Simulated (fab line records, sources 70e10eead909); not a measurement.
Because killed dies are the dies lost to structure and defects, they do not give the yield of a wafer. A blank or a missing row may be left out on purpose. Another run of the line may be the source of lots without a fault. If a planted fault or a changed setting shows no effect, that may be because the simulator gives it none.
Which of the tools did it?	flow nand harc	Sampling: 6 lots, 18 wafers, 4 of 1302 route steps

== WHAT THE GAUGES SHOWED, per wafer ==
NHARC_THIN_TSV_CD_MEAS_33: the cd target is 5000 nm.
lot	measured	on	cd nm (nm)
L997	day 24 06:50	cd sem-01	5003.2 5004.0 5003.8
L101	day 25 12:00	cd sem-01	5000.7 4998.2 4998.3
L102	day 25 08:37	cd sem-02	4997.4 4998.4 4998.5
L108	day 28 09:57	cd sem-03	4998.7 4999.0 5001.9
L116	day 31 10:22	cd sem-01	5001.1 5003.5 5002.3
L118	day 32 02:46	cd sem-01	5000.6 5003.6 5003.6

== WHICH TOOL RAN EACH LOT (tool, then ch and the chambers of the sampled wafers, then the start) ==
lot	NHARC_P_M0_ETCH_34	NHARC_THIN_TSV_PVD_51	NHARC_THIN_TSV_CMP_21
L997	rie diel-07 ch 0,3, day 5 11:00	pvd sputter-02, day 24 05:23 or earlier	cmp-02 ch 1,2, day 24 05:23
L101	rie diel-02 ch 1,2,3, day 7 00:08	pvd sputter-02, day 25 10:24 or earlier	cmp-02 ch 1,2, day 25 10:24
L102	rie diel-01 ch 0,3, day 7 16:34	pvd sputter-02, day 25 07:04 or earlier	cmp-01 ch 0,1,3, day 25 07:04
L108	rie diel-02 ch 2,3, day 10 03:20	pvd sputter-03, day 28 08:23 or earlier	cmp-01 ch 1,3, day 28 08:23
L116	rie diel-02 ch 0,1,3, day 13 07:27	pvd sputter-01, day 31 08:58 or earlier	cmp-04 ch 0,2,3, day 31 08:58
L118	rie diel-01 ch 0,2,3, day 14 06:27	pvd sputter-03, day 32 01:11 or earlier	cmp-01 ch 1,2,3, day 32 01:11
- NHARC_P_M0_ETCH_34: etches the open film in N2/H2, target depth 40 nm, overetch 12 nm, time 43.94 s.
- NHARC_THIN_TSV_PVD_51: deposits Cu, target thk 100 nm.
- NHARC_THIN_TSV_CMP_21: polishes, t overpolish 30 s, target thk 2000 nm.

== THE ANSWER, worked out from the rows above alone ==
Rule: the usual values come from the lots themselves. The widest of any qualifying gaps counts: lots, ordered by their means at a reading, are off when they make up no more than a third of the lots, leave a main group of 4 or more, and stand apart from it by 3 or more times the standard deviation of that group's means. A main group is skipped when, at the precision printed for the reading in the tables above, its means are all equal. Also off: a lot with no number at a reading for which 4 or more lots have one. Where the step has rows for the other lots, those lots are counted as sound.
Across all readings shown, no lot is off: no conclusion can be drawn from this.

== WHAT WAS PUT IN BY THE SIMULATOR ==
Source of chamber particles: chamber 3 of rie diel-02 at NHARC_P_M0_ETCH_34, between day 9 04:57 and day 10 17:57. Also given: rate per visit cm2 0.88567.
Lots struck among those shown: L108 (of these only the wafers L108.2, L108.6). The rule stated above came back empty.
